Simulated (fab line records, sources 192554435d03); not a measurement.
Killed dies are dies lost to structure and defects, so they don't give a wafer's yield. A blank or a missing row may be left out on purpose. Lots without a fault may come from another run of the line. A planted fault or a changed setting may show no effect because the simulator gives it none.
One fault seen from 2 desks | flow n5_finfet | each desk has only its own numbers; what lay behind them comes last

THE METROLOGY DESK
What the gauges read, lot by lot, whatever tool the lot ran on: means of the sampled wafers that have a number. A lot is out of limits, marked OUT, if its mean lies more than 4 standard deviations from the usual mean; the brackets give that distance. Of its 11 readings 7 are shown: the one that was out of limits first, and those that lie furthest out on some lot.
Columns: A = trench_depth_nm at N5_BEOL_M1_OCD_MEAS_38, usual 55.4 nm; B = DIBL_N at N5_BEOL_M4_RC_MEAS_101, usual 35.9 mV/V; C = IOFF_N at N5_BEOL_M4_RC_MEAS_101, usual 0.16 nA/um; D = IOFF_P at N5_BEOL_M4_RC_MEAS_101, usual 0.21 nA/um; E = ION_N at N5_BEOL_M4_RC_MEAS_101, usual 671 uA/um; F = VT_N at N5_BEOL_M4_RC_MEAS_101, usual 250 mV; G = VT_P at N5_BEOL_M4_RC_MEAS_101, usual -251 mV
lot  | first seen here | A               | B    | C    | D    | E   | F   | G
L440 | day 6 05:11     | 55.6            | 35.5 | 0.16 | 0.19 | 665 | 248 | -254
L441 | day 6 17:28     | 56.2            | 34.5 | 0.14 | 0.18 | 667 | 252 | -254
L445 | day 7 08:33     | 54.7            | 37.7 | 0.21 | 0.22 | 682 | 247 | -251
L447 | day 8 02:24     | 55.0            | 33.3 | 0.13 | 0.15 | 665 | 252 | -256
L450 | day 8 16:23     | 54.8            | 33.7 | 0.15 | 0.22 | 662 | 250 | -248
L451 | day 9 01:41     | 54.5            | 33.6 | 0.14 | 0.20 | 672 | 249 | -247
L452 | day 9 11:12     | 55.3            | 36.8 | 0.17 | 0.21 | 668 | 250 | -254
L456 | day 10 08:17    | 49.2 (-5.2) OUT | 39.5 | 0.22 | 0.25 | 687 | 244 | -251
This desk's finding: out of limits on L456; first on L456, day 10 08:17 (trench_depth_nm at N5_BEOL_M1_OCD_MEAS_38). In limits: L440, L441, L445, L447, L450, L451, L452.

THE TOOL OWNER'S DESK: rie_diel-01
The tool's own readings at N5_BEOL_M1_TRENCH_ETCH_37 (etches SiOC in C4F6/O2, target depth 55.207 nm, time 29 s): means of the sampled wafers that have a number, for each lot that ran on this tool. A lot is out of limits, marked OUT, if its mean lies more than 4 standard deviations from the usual mean; the brackets give that distance.
Columns: A = drypump_motor_current_A at N5_BEOL_M1_TRENCH_ETCH_37, usual 5.7 A; B = oes_product_au at N5_BEOL_M1_TRENCH_ETCH_37, usual 0.81 a.u.; C = rf_vpp_V at N5_BEOL_M1_TRENCH_ETCH_37, usual 666 V; D = run_length_s at N5_BEOL_M1_TRENCH_ETCH_37, usual 52.3 s; E = showerhead_plenum_p_Torr at N5_BEOL_M1_TRENCH_ETCH_37, usual 2.89 Torr; F = throttle_valve_pct at N5_BEOL_M1_TRENCH_ETCH_37, usual 20.73 %
lot  | first seen here | A   | B    | C   | D               | E    | F
L445 | day 7 08:23     | 5.7 | 0.76 | 656 | 52.2            | 2.81 | 20.98
L451 | day 9 01:31     | 6.0 | 0.90 | 654 | 52.6            | 2.88 | 20.65
L452 | day 9 11:03     | 5.9 | 0.88 | 662 | 52.2            | 2.87 | 20.82
L456 | day 10 08:08    | 5.9 | 0.82 | 654 | 49.2 (-7.1) OUT | 2.81 | 20.89
This desk's finding: out of limits on L456; first on L456, day 10 08:08 (run_length_s at N5_BEOL_M1_TRENCH_ETCH_37). In limits: L445, L451, L452.

PUT TOGETHER
The tool owner's desk could have raised an alarm at day 10 08:08, on L456.
The metrology desk could have raised an alarm at day 10 08:17, on L456.
Of the lots named, all ran N5_BEOL_M1_TRENCH_ETCH_37 on rie_diel-01.

WHAT THE SIMULATOR HAD PUT IN
Process parameter drift: rie_diel-01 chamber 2, from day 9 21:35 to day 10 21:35, at N5_BEOL_M1_TRENCH_ETCH_37. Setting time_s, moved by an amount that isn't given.
Lots struck among those shown: L456.
Hours from the fault's start to each desk's first reading out of limits: the tool owner's desk, 11; the metrology desk, 11.
